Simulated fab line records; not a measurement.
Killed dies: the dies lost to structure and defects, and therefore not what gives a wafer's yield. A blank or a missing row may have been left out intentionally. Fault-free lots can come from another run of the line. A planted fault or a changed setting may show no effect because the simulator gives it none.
Which of the tools did it? | flow nand harc | Sampling: 12 lots, 36 wafers, 2 of 1302 route steps

WHAT THE GAUGES READ, wafer by wafer
NHARC_A_CONTACT_OVL_MEAS_70.
lot  | measured     | on         | overlay x nm (nm)
L076 | day 22 07:53 | overlay-02 | 0.7 -0.1 -0.2
L077 | day 23 08:23 | overlay-01 | 0.2 1.0 0.8
L078 | day 23 17:10 | overlay-02 | 0.5 -0.1 0.1
L081 | day 24 20:19 | overlay-02 | -1.3 -1.1 -1.8
L083 | day 26 00:10 | overlay-01 | -0.3 -0.3 -0.2
L085 | day 26 03:24 | overlay-01 | -1.0 -1.3 -0.6
L087 | day 27 06:55 | overlay-02 | -1.5 -1.4 -1.0
L089 | day 28 01:00 | overlay-02 | 0.9 0.6 0.5
L091 | day 28 14:56 | overlay-01 | 0.3 0.6 0.8
L093 | day 29 14:31 | overlay-02 | -0.2 -0.5 -0.3
L095 | day 30 20:11 | overlay-02 | -1.4 -1.5 -1.1
L097 | day 31 17:42 | overlay-02 | 0.8 0.5 0.4

TOOL THAT RAN EACH LOT (tool first, then ch and the chambers of the sampled wafers, then the start)
lot  | NHARC_A_CONTACT_ETCH_120
L076 | har cap etch-03 ch 0,1, day 22 01:02
L077 | har cap etch-01 ch 0,1, day 23 01:46
L078 | har cap etch-02 ch 0,1, day 23 10:25
L081 | har cap etch-03 ch 0,1, day 24 13:00
L083 | har cap etch-01 ch 1, day 25 13:32
L085 | har cap etch-02 ch 0,1, day 25 18:31
L087 | har cap etch-02 ch 0,1, day 26 23:58
L089 | har cap etch-03 ch 0,1, day 27 17:40
L091 | har cap etch-01 ch 0,1, day 28 08:12
L093 | har cap etch-02 ch 0,1, day 29 07:22
L095 | har cap etch-03 ch 1, day 30 13:16
L097 | har cap etch-03 ch 0,1, day 31 09:56
- NHARC_A_CONTACT_ETCH_120: etches the open film in C4F8/O2/Ar, time 190 s, target depth 1850 nm.

THE ANSWER, worked out from the rows above alone
Rule: the lots themselves supply what counts as usual. The widest of any qualifying gaps counts: lots, ordered by their means at a reading, are off when they make up no more than a third of the lots, leave a main group of 4 or more, and stand apart from it by 3 or more times the standard deviation of that group's means. A main group whose means are all the same, to the digits that the tables above print for the reading, isn't used. Also off: a lot with no number at a reading for which 4 or more lots have one. The other lots that the step has rows for count as sound.
Nothing can be told from this: no lot is off at any reading shown.

WHAT HAD BEEN PUT IN BY THE SIMULATOR
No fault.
